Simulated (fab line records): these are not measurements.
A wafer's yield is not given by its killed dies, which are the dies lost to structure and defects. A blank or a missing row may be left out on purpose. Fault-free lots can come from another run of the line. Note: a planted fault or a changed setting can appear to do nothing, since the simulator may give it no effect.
Chamber matching + flow n5-finfet + N5_BEOL_M13_DESCUM_33 on rie-diel-02: 4 sister chambers
The step chemistry O2, time 7.9 s. 18 wafers are shown with their chamber, then 9 later ones without.

## WAFERS WITH THEIR CHAMBER
| wafer  | chamber | showerhead-plenum-p-Torr (Torr) | throttle-valve-pct (%) | drypump-motor-current-A (A) |
|--------|---------|---------------------------------|------------------------|-----------------------------|
| L074.2 | 1       | 2.16                            | 20.64                  | 5.9                         |
| L074.4 | 3       | 2.23                            | 20.30                  | 5.4                         |
| L074.5 | 1       | 2.16                            | 20.65                  | 5.8                         |
| L075.1 | 0       | 2.07                            | 20.65                  | 6.0                         |
| L075.3 | 1       | 2.16                            | 20.64                  | 5.9                         |
| L075.5 | 0       | 2.07                            | 20.64                  | 6.0                         |
| L078.1 | 1       | 2.15                            | 20.66                  | 5.8                         |
| L078.2 | 3       | 2.22                            | 20.31                  | 5.4                         |
| L078.6 | 1       | 2.15                            | 20.67                  | 5.9                         |
| L077.2 | 3       | 2.22                            | 20.31                  | 5.4                         |
| L077.3 | 1       | 2.15                            | 20.65                  | 5.8                         |
| L077.4 | 0       | 2.07                            | 20.65                  | 6.1                         |
| L080.1 | 2       | 2.08                            | 20.64                  | 5.7                         |
| L080.2 | 0       | 2.07                            | 20.67                  | 6.0                         |
| L080.6 | 3       | 2.22                            | 20.32                  | 5.4                         |
| L088.2 | 3       | 2.22                            | 20.35                  | 5.4                         |
| L088.3 | 0       | 2.07                            | 20.69                  | 6.1                         |
| L088.6 | 2       | 2.08                            | 20.66                  | 5.7                         |

SIGNATURES, as means of the wafers listed above
| reading                  | chamber 0 | chamber 1 | chamber 2 | chamber 3 | scatter within a chamber |
|--------------------------|-----------|-----------|-----------|-----------|--------------------------|
| showerhead-plenum-p-Torr | 2.0700    | 2.1550    | 2.0800    | 2.2220    | 0.00405                  |
| throttle-valve-pct       | 20.6600   | 20.6517   | 20.6500   | 20.3180   | 0.0168                   |
| drypump-motor-current-A  | 6.040     | 5.850     | 5.700     | 5.400     | 0.0439                   |
Rule: a wafer lies at a distance from a chamber equal to the root of the sum of squares, over the readings, of (its reading less the chamber's mean, divided by the reading's scatter). The wafer belongs to the nearest chamber; if the next one is less than 2 further off, it can't be placed. The scatter: take each reading less its chamber's mean, square it, sum over the shown wafers, divide by the number of wafers less the number of chambers, and take the root.

## WAFERS WITHOUT THEIR CHAMBER
| wafer  | showerhead-plenum-p-Torr (Torr) | throttle-valve-pct (%) | drypump-motor-current-A (A) |
|--------|---------------------------------|------------------------|-----------------------------|
| L090.1 | 2.08                            | 20.68                  | 5.7                         |
| L090.4 | 2.15                            | 20.70                  | 5.9                         |
| L090.6 | 2.06                            | 20.69                  | 6.0                         |
| L095.1 | 2.21                            | 20.35                  | 5.4                         |
| L095.3 | 2.07                            | 20.69                  | 5.7                         |
| L095.4 | 2.14                            | 20.72                  | 5.8                         |
| L096.4 | 2.06                            | 20.21                  | 6.0                         |
| L096.5 | 2.14                            | 20.72                  | 5.9                         |
| L096.6 | 2.07                            | 20.70                  | 5.7                         |

## CHAMBER TAKEN BY EACH
| wafer  | from the rows above     | in truth |
|--------|-------------------------|----------|
| L090.1 | 2                       | 2        |
| L090.4 | 1                       | 1        |
| L090.6 | 0                       | 0        |
| L095.1 | 3                       | 3        |
| L095.3 | 2                       | 2        |
| L095.4 | 1                       | 1        |
| L096.4 | can't be placed: 0 or 2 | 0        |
| L096.5 | 1                       | 1        |
| L096.6 | 2                       | 2        |
Correct placement for 8 of the 9. Can't be placed from these rows: 1 (the true chamber is among the candidates in 1). Number placed wrongly: 0.
